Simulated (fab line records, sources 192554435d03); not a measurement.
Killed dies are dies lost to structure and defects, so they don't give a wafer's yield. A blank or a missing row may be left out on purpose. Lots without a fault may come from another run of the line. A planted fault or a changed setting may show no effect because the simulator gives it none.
fab line records | flow n5_finfet
record lots=7 wafers=39
route steps=1938 shown DUMMY_GATE@237 SD_EPI_N@288 SD_ACTIVATION@330
start_h: hours from the record's first day to the start of the lot's first wafer shown | wait_h: hours since the lot's step before | " the same as in the row above | L1.1+2: a row that stands for several wafers | - no value, or no start given | * or withheld: withheld | < > ~ a bound
route shown NAME@n: a module of which the file shows steps, and the number in the route of the first | usual: mean/standard deviation of fault-free wafers | same: alike in all rows | chamber/n: place in a boat | sites: the reading at each site | _std_site: their standard deviation | _edge_site: outer sites' mean less inner sites' | radius_mm: how far each site lies from the wafer's centre | mask NAME#n: copy n | behind: the tool/chamber that last shaped the wafer | hold: why the lot was held/for how many hours/how that ended | device: the transistor (n, p or np) that didn't switch | end of line: the same wafers' tests at the end of the route | a step without rows: its recipe alone | killed: dies lost to structure and defects at the first sort, not the wafer's yield | map: a wafer's dies, x killed, . not, _ none there
set.NAME: the setting as run; set.NAME@STEP: as run at that earlier step | model.NAME: the simulator's own value behind a step, which no gauge read
lots whose settings were changed on purpose; a table a step, a row a wafer
## steps
# step N5_DUMMY_GATE_ETCH_37
# recipe chemistry=N2/H2 target=SOC target_depth_a=600 overetch_a=300 temp_c=40 ion_energy_ev=200 pressure_mtorr=30 source_w=840 bias_w=150 n2_flow_sccm=200 h2_flow_sccm=200
# usual rf_vpp_V=524.0/2.4
# columns lot.wafer tool chamber start_h wait_h set.source_w rf_vpp_V
L074.1 rie_diel-05 0 51.09 0.0 840 525.8
L074.2 " 1 " " 778.1 535.6
L074.3 " 2 " " 778.1 539.5
L074.4 " 3 " " 778.1 536.3
L074.5 " 1 " " 840 518.9
L074.6 " 2 " " 840 526.6
L075.1 rie_diel-04 1 54.70 0.0 884.7 518.3
L075.2 " 2 " " 840 522.0
L075.3 " 0 " " 840 522.6
L075.4 " 2 " " 884.7 512.9
L075.5 " 0 " " 884.7 513.5
L075.6 " 1 " " 840 526.9
L082.1 rie_diel-05 3 94.15 0.0 840 521.3
L082.2 " 1 " " 840 520.0
L082.3 " 2 " " 740.4 546.5
L082.4 " 0 " " 740.4 549.7
L082.5 " 2 " " 740.4 549.6
L082.6 " 1 " " 840 520.4
L086.1 rie_diel-05 3 119.19 0.0 840 521.5
L086.2 " 2 " " 840 525.6
L086.4 " 0 " " 840 527.0
L087.1 rie_diel-04 0 123.34 0.0 840 522.3
L087.2 " 2 " " 840 521.4
L087.3 " 1 " " 840 526.0
L087.4 " 0 " " 840 521.6
L087.5 " 1 " " 840 526.3
L087.6 " 2 " " 840 522.8
L092.1 rie_diel-06 2 159.57 0.0 840 525.7
L092.2 " 3 " " 840 526.5
L092.3 " 1 " " 840 521.0
L092.4 " 0 " " 840 526.9
L092.5 " 3 " " 840 527.9
L092.6 " 0 " " 840 524.8
L096.1 rie_diel-05 1 178.44 0.0 840 519.7
L096.2 " 0 " " 942.6 506.9
L096.3 " 2 " " 840 525.4
L096.4 " 3 " " 840 521.3
L096.5 " 2 " " 942.6 504.4
L096.6 " 3 " " 942.6 501.7
# step N5_DUMMY_GATE_ETCH_31
# recipe chemistry=C4F6/O2 target=SiO2 mask_material=SOC target_depth_a=825 time_s=27.5 ion_energy_ev=250 pressure_mtorr=30 source_w=345 bias_w=185 Ar_flow_sccm=300 C4F6_flow_sccm=10 O2_flow_sccm=10
# columns lot.wafer tool chamber start_h wait_h set.target_depth_a model.etch.depth_nm model.SOC_of_DUMMY_GATE_COAT_34.thk_nm
L074.1 rie_diel-05 0 51.62 0.2 825 81.31 52
L074.2 " 2 " " 720.7 72.01 53
L074.3 " 1 " " 720.7 72.29 52.8
L074.4 " 3 " " 825 82.63 52.2
L074.5 " 0 " " 825 81.03 52.2
L074.6 " 3 " " 720.7 71.54 53.2
L075.1 rie_diel-04 2 54.97 0.0 825 79.96 52
L075.2 " 1 " " 825 81.74 52
L075.3 " 0 " " 772.7 78.81 52.4
L075.4 " 2 " " 772.7 75.5 52.4
L075.5 " 0 " " 825 83.95 51.8
L075.6 " 1 " " 772.7 75.96 52.4
L082.1 rie_diel-04 2 94.43 0.0 825 80.55 51.6
L082.2 " 0 " " 892.9 90.27 50.8
L082.3 " 1 " " 825 81.7 51.8
L082.4 " 0 " " 825 83.63 51.6
L082.5 " 2 " " 892.9 87.28 51.2
L082.6 " 1 " " 892.9 88.16 51.2
L086.1 rie_diel-05 2 119.46 0.0 825 82.85 51.6
L086.2 " 3 " " 825 83.44 51.4
L086.4 " 0 " " 825 80.78 51.6
L087.1 rie_diel-04 1 123.71 0.1 825 82.49 51.8
L087.2 " 0 " " 918.4 93.91 50.6
L087.3 " 2 " " 918.4 89.88 50.8
L087.4 " 2 " " 825 81.46 51.6
L087.5 " 1 " " 825 82.19 51.8
L087.6 " 0 " " 918.4 93.48 50.6
L092.1 rie_diel-04 1 160.19 0.0 746.4 74.6 52.4
L092.2 " 3 " " 746.4 74.03 52.4
L092.3 " 0 " " 825 84.01 51.6
L092.4 " 1 " " 746.4 74.36 52.6
L092.5 " 0 " " 825 84.86 51.4
L092.6 " 3 " " 825 82.23 51.8
L096.1 rie_diel-06 3 178.73 0.1 765.7 76.49 52.2
L096.2 " 2 " " 825 81.86 51.6
L096.3 " 0 " " 765.7 77.11 52.2
L096.4 " 2 " " 825 82.19 51.8
L096.5 " 3 " " 825 82.92 51.6
L096.6 " 0 " " 765.7 76.53 52.4
# step N5_DUMMY_GATE_ETCH_32
# recipe chemistry=CF4 target=SiO2 target_depth_a=35 time_s=3.9 ion_energy_ev=350 pressure_mtorr=10 icp_w=800 bias_w=400 cf4_flow_sccm=80
# columns lot.wafer tool chamber start_h wait_h set.time_s model.etch.depth_nm
L074.1 rie_si-04 0 51.88 0.1 4.421 3.963
L074.2 " 3 " " 4.421 3.935
L074.3 " 2 " " 3.9 3.552
L074.4 " 1 " " 4.421 4
L074.5 " 1 " " 3.9 3.524
L074.6 " 2 " " 3.9 3.578
L075.1 rie_si-01 1 55.22 0.1 3.9 3.506
L075.2 " 3 " " 3.9 3.476
L075.3 " 0 " " 3.9 3.421
L075.4 " 2 " " 3.9 3.473
L075.5 " 1 " " 3.9 3.45
L075.6 " 0 " " 3.9 3.412
L082.1 rie_si-02 2 94.68 0.1 3.033 2.675
L082.2 " 1 " " 3.9 3.377
L082.3 " 3 " " 3.033 2.715
L082.4 " 0 " " 3.9 3.512
L082.5 " 0 " " 3.033 2.729
L082.6 " 3 " " 3.9 3.501
L086.1 rie_si-02 2 119.71 0.1 3.9 3.478
L086.2 " 1 " " 3.9 3.408
L086.4 " 0 " " 3.9 3.49
L087.1 rie_si-02 3 123.96 0.1 4.48 4.039
L087.2 " 1 " " 4.48 3.964
L087.3 " 0 " " 4.48 4.104
L087.4 " 2 " " 3.9 3.507
L087.5 " 1 " " 3.9 3.446
L087.6 " 2 " " 3.9 3.528
L092.1 rie_si-02 3 160.44 0.1 3.9 3.53
L092.2 " 1 " " 3.9 3.441
L092.3 " 0 " " 3.9 3.599
L092.4 " 2 " " 3.9 3.559
L092.5 " 0 " " 3.9 3.561
L092.6 " 1 " " 3.9 3.432
L096.1 rie_si-04 3 178.97 0.1 3.9 3.488
L096.2 " 0 " " 3.9 3.531
L096.3 " 2 " " 3.9 3.542
L096.4 " 1 " " 3.9 3.517
L096.5 " 2 " " 3.9 3.552
L096.6 " 1 " " 3.9 3.5
# step N5_DUMMY_GATE_ETCH_42
# recipe chemistry=CHF3/O2 target=SiO2 target_depth_a=35 time_s=31 ion_energy_ev=30 bias_w=12 pressure_mtorr=30 source_w=600 Ar_flow_sccm=200 CHF3_flow_sccm=50 O2_flow_sccm=5
# usual rf_vpp_V=42.6/1
# columns lot.wafer tool chamber start_h wait_h set.bias_w rf_vpp_V
L074.1 rie_diel-04 1 52.18 0.1 12 41.4
L074.2 " 2 " " 12 42.1
L074.3 " 0 " " 12 42.6
L074.4 " 1 " " 13.22 46.3
L074.5 " 0 " " 13.22 46.2
L074.6 " 2 " " 13.22 45.5
L075.1 rie_diel-05 3 55.49 0.1 12 42.3
L075.2 " 0 " " 12 42.0
L075.3 " 2 " " 12 41.7
L075.4 " 1 " " 12 41.7
L075.5 " 0 " " 12 43.1
L075.6 " 3 " " 12 40.2
L082.1 rie_diel-06 2 94.92 0.0 12 44.3
L082.2 " 1 " " 11.32 40.4
L082.3 " 0 " " 11.32 41.3
L082.4 " 3 " " 11.32 40.9
L082.5 " 1 " " 12 41.3
L082.6 " 0 " " 12 43.0
L086.1 rie_diel-05 2 119.96 0.0 12 41.5
L086.2 " 0 " " 12 41.9
L086.4 " 3 " " 12 42.5
L087.1 rie_diel-04 1 124.20 0.0 13.44 46.3
L087.2 " 2 " " 12 41.9
L087.3 " 0 " " 13.44 46.5
L087.4 " 0 " " 12 42.4
L087.5 " 2 " " 12 43.1
L087.6 " 1 " " 13.44 47.2
L092.1 rie_diel-06 0 160.69 0.0 12 43.5
L092.2 " 3 " " 12 44.5
L092.3 " 1 " " 12 42.2
L092.4 " 2 " " 12 42.3
L092.5 " 2 " " 12 43.3
L092.6 " 3 " " 12 43.4
L096.1 rie_diel-04 1 179.28 0.1 12 41.4
L096.2 " 0 " " 12 44.7
L096.3 " 3 " " 10.81 38.2
L096.4 " 2 " " 10.81 38.3
L096.5 " 3 " " 10.81 40.6
L096.6 " 2 " " 12 43.1
# step N5_SD_EPI_N_EPI_21
# recipe material=Si:P dopant=P temp_c=680 pressure_torr=255 time_s=690
# columns lot.wafer tool chamber start_h wait_h set.epi_growth_time_s model.Si-P_of_SD_EPI_N_EPI_21.thk_nm
L074.1 epi_rpcvd-03 0 55.87 0.1 690 59.2
L074.2 " 0 " " 690 59.8
L074.3 " 0 " " 717 60.2
L074.4 " 0 " " 717 59.8
L074.5 " 0 " " 717 60
L074.6 " 0 " " 690 58.8
L075.1 epi_rpcvd-04 0 58.54 0.2 690 59.2
L075.2 " 0 " " 690 59.4
L075.3 " 0 " " 663.4 57.6
L075.4 " 0 " " 690 58.8
L075.5 " 0 " " 663.4 56.2
L075.6 " 0 " " 663.4 57
L082.1 epi_rpcvd-03 0 98.49 0.1 743.2 61.6
L082.2 " 0 " " 690 59.4
L082.3 " 0 " " 743.2 62.2
L082.4 " 0 " " 690 58.8
L082.5 " 0 " " 690 58.6
L082.6 " 0 " " 743.2 62
L086.1+2 epi_rpcvd-01 0 123.27 0.1 690 60
L086.4 " 0 " " 690 59.2
L087.1 epi_rpcvd-03 0 127.40 0.2 762.5 63.6
L087.2 " 0 " " 690 59
L087.3 " 0 " " 762.5 63.8
L087.4 " 0 " " 690 58.6
L087.5 " 0 " " 762.5 62.2
L087.6 " 0 " " 690 59.2
L092.1 epi_rpcvd-01 0 163.70 0.1 690 60
L092.2 " 0 " " 690 59.4
L092.3 " 0 " " 690 59.8
L092.4+5 " 0 " " 757.4 63.4
L092.6 " 0 " " 757.4 62.8
L096.1+4 epi_rpcvd-04 0 184.40 0.1 690 60
L096.2 " 0 " " 743.6 62.6
L096.3 " 0 " " 743.6 62.8
L096.5 " 0 " " 743.6 63.2
L096.6 " 0 " " 690 59.6
# step N5_SD_EPI_N_PRECLEAN_24
# recipe chemistry=O3/DIW time_s=60 temp_c=22 o3_ppm=10
# step N5_SD_ACTIVATION_RTA_00
# recipe temp_c=975 time_s=0 ambient=N2 idle_temp_c=600 ramp_up_c_per_s=150 ramp_down_c_per_s=60 cool_to_c=600
# step N5_SD_ACTIVATION_LSA_01
# recipe temp_c=1080 time_s=0.0008 ambient=N2
# step N5_SD_ACTIVATION_RS_MEAS_03
# recipe thk_meas_gauge=four-point-probe
# usual RS_SD_N=21.79/0.27 RS_SD_P=55.5/0.83
# columns lot.wafer tool chamber start_h wait_h set.epi_growth_time_s@SD_EPI_N_EPI_21 RS_SD_N[ohm/sq] RS_SD_P[ohm/sq]
L074.1 film_metro-01 - 63.64 0.2 690 22.08 54.2
L074.2 " - " " 690 21.43 55.5
L074.3 " - " " 717 21.56 54.9
L074.4 " - " " 717 21.63 55.0
L074.5 " - " " 717 21.60 54.8
L074.6 " - " " 690 21.99 54.9
L075.1 film_metro-01 - 66.43 0.2 690 22.02 55.0
L075.2 " - " " 690 21.58 54.6
L075.3 " - " " 663.4 22.70 55.3
L075.4 " - " " 690 22.07 55.5
L075.5 " - " " 663.4 23.13 55.8
L075.6 " - " " 663.4 22.74 53.9
L082.1 film_metro-01 - 105.94 0.2 743.2 20.96 54.4
L082.2 " - " " 690 21.65 54.8
L082.3 " - " " 743.2 20.72 55.1
L082.4 " - " " 690 22.00 54.8
L082.5 " - " " 690 21.79 54.3
L082.6 " - " " 743.2 20.93 54.6
L086.1 film_metro-01 - 130.30 0.2 690 21.59 57.3
L086.2 " - " " 690 21.66 58.0
L086.4 " - " " 690 21.75 57.1
L087.1 film_metro-01 - 134.82 0.2 762.5 20.33 55.8
L087.2 " - " " 690 22.10 56.3
L087.3 " - " " 762.5 20.19 56.4
L087.4 " - " " 690 22.04 56.3
L087.5 " - " " 762.5 20.82 57.0
L087.6 " - " " 690 21.86 56.0
L092.1 film_metro-02 - 171.06 0.2 690 21.53 55.8
L092.2 " - " " 690 21.80 56.1
L092.3 " - " " 690 21.61 55.9
L092.4 " - " " 757.4 20.42 55.8
L092.5 " - " " 757.4 20.40 56.4
L092.6 " - " " 757.4 20.48 55.1
L096.1 film_metro-01 - 191.30 0.2 690 21.66 54.8
L096.2 " - " " 743.6 20.59 55.3
L096.3 " - " " 743.6 20.60 54.4
L096.4 " - " " 690 21.43 55.1
L096.5 " - " " 743.6 20.39 55.3
L096.6 " - " " 690 21.79 55.0
## key
split step=N5_DUMMY_GATE_ETCH_37 setting=source_w stated=840 by=wafer
response step=N5_DUMMY_GATE_ETCH_37 reading=rf_vpp_V change=-1.87 per=1% r=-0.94
split step=N5_DUMMY_GATE_ETCH_31 setting=target_depth_a stated=825 by=wafer
response step=N5_DUMMY_GATE_ETCH_31 reading=model.etch.depth_nm change=+0.848 per=1% r=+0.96
response step=N5_DUMMY_GATE_ETCH_31 reading=model.SOC_of_DUMMY_GATE_COAT_34.thk_nm change=-0.0808 per=1% r=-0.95
split step=N5_DUMMY_GATE_ETCH_32 setting=time_s stated=3.9 by=wafer
response step=N5_DUMMY_GATE_ETCH_32 reading=model.etch.depth_nm change=+0.034 per=1% r=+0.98
split step=N5_DUMMY_GATE_ETCH_42 setting=bias_w stated=12 by=wafer
response step=N5_DUMMY_GATE_ETCH_42 reading=rf_vpp_V change=+0.376 per=1% r=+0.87
split step=N5_SD_EPI_N_EPI_21 setting=epi_growth_time_s stated=690 by=wafer
response step=N5_SD_EPI_N_EPI_21 reading=model.Si-P_of_SD_EPI_N_EPI_21.thk_nm change=+0.384 per=1% r=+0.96
response step=N5_SD_ACTIVATION_RS_MEAS_03 reading=RS_SD_N change=-0.137 per=1% r=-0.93
